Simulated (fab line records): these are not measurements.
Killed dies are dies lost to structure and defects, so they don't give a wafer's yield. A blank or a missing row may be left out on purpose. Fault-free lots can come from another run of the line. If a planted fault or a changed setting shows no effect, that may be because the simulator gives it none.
Split-lot experiment + flow n5Finfet + 7 lots, 21 wafers read, on a route of 1938 steps

## ON THE SPLIT
At N5_BEOL_M10_ETCH_41 (etches SiCN in CH3F/O2, target depth 42.6 nm, time 86 s), the setting sourceW was moved away from the recipe's 395 W on 5 of the 21 wafers read, by -12.8% to +11.8%. This setting was run at the recipe's value on the other wafers.

The reading comes from the split's own step.

## THE READING
rfVppV, in V, at N5_BEOL_M10_ETCH_41 (etches SiCN in CH3F/O2, target depth 42.6 nm, time 86 s). A value of 297.3 V with a standard deviation of 1.6 V is what fault-free wafers of this fab line usually give.

| wafer  | tool, chamber at the split | sourceW as run, W | against the recipe | rfVppV, V | against lot-mates on the recipe |
|--------|----------------------------|-------------------|--------------------|-----------|---------------------------------|
| L074.1 | rieDiel-05, 0              | 395               | recipe             | 298.5     | -                               |
| L074.2 | rieDiel-05, 1              | 357.5             | -9.5%              | 305.7     | +9.2                            |
| L074.3 | rieDiel-05, 3              | 395               | recipe             | 294.4     | -                               |
| L076.1 | rieDiel-01, 0              | 395               | recipe             | 299.7     | -                               |
| L076.5 | rieDiel-01, 2              | 395               | recipe             | 297.4     | -                               |
| L076.6 | rieDiel-01, 3              | 395               | recipe             | 297.2     | -                               |
| L080.2 | rieDiel-06, 2              | 441.5             | +11.8%             | 285.4     | -13.5                           |
| L080.4 | rieDiel-06, 1              | 395               | recipe             | 299.6     | -                               |
| L080.5 | rieDiel-06, 1              | 395               | recipe             | 298.2     | -                               |
| L090.2 | rieDiel-01, 0              | 395               | recipe             | 300.0     | -                               |
| L090.3 | rieDiel-01, 2              | 395               | recipe             | 296.6     | -                               |
| L090.4 | rieDiel-01, 1              | 395               | recipe             | 297.6     | -                               |
| L092.1 | rieDiel-01, 0              | 395               | recipe             | 299.0     | -                               |
| L092.2 | rieDiel-01, 3              | 344.5             | -12.8%             | 311.7     | +13.6                           |
| L092.6 | rieDiel-01, 2              | 395               | recipe             | 297.3     | -                               |
| L089.2 | rieDiel-06, 2              | 395               | recipe             | 294.5     | -                               |
| L089.4 | rieDiel-06, 1              | 395               | recipe             | 298.8     | -                               |
| L089.6 | rieDiel-06, 0              | 395               | recipe             | 295.9     | -                               |
| L093.2 | rieDiel-05, 2              | 419               | +6.1%              | 292.2     | -5.0                            |
| L093.3 | rieDiel-05, 0              | 419               | +6.1%              | 291.3     | -5.9                            |
| L093.6 | rieDiel-05, 2              | 395               | recipe             | 297.2     | -                               |

THE FIT
A straight line over all 21 wafers: rfVppV changes by -1.01 V for each +1% of sourceW; r = -0.95; the points scatter about the line by 1.6 V.
The same after taking each lot's own level away (the mean of its wafers on the recipe; 21 wafers): -1.04 V for each +1%; r = -0.97; scatter 1.3 V.
The reading moves by 13 V for the largest change in sourceW, on that fit.
Across the lots, their own levels run from 296.40 to 298.90 V, a range of 1.6 times the standard deviation given above.
So the lot-to-lot level changes the slope little: the two slopes agree.
Check: for one of the wafers moved furthest among these (-12.8%), held out of the fit, the line's prediction against its lot-mates is +13.2 V. Against them it came out at +13.6 V.
Tool readings at the split's step, against how far the setting was moved: rfVppV r = -0.95.

## OTHER SPLITS ON THESE WAFERS
These wafers also went through other splits before the reading. Each is held against what the fit with the lots' levels taken away leaves over:
| other split on the same wafers | wafers away from the commonest value | r with rfVppV (lot level and that fit taken away) |
|--------------------------------|--------------------------------------|---------------------------------------------------|
| N5_BEOL_M8_COAT_22 spinRpm     | 7                                    | +0.06                                             |
| N5_BEOL_M8_DESCUM_33 timeS     | 5                                    | -0.19                                             |
| N5_BEOL_M9_ILD_DEP_00 timeS    | 6                                    | +0.16                                             |
| N5_BEOL_M9_COAT_05 spinRpm     | 9                                    | -0.29                                             |
| N5_BEOL_M10_COAT_22 spinRpm    | 5                                    | +0.06                                             |
| N5_BEOL_M10_EXPOSE_25 doseMj   | 8                                    | +0.28                                             |

## FILE'S OWN FIT
rfVppV changes by -1.06 V for each +1% of sourceW, r = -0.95.
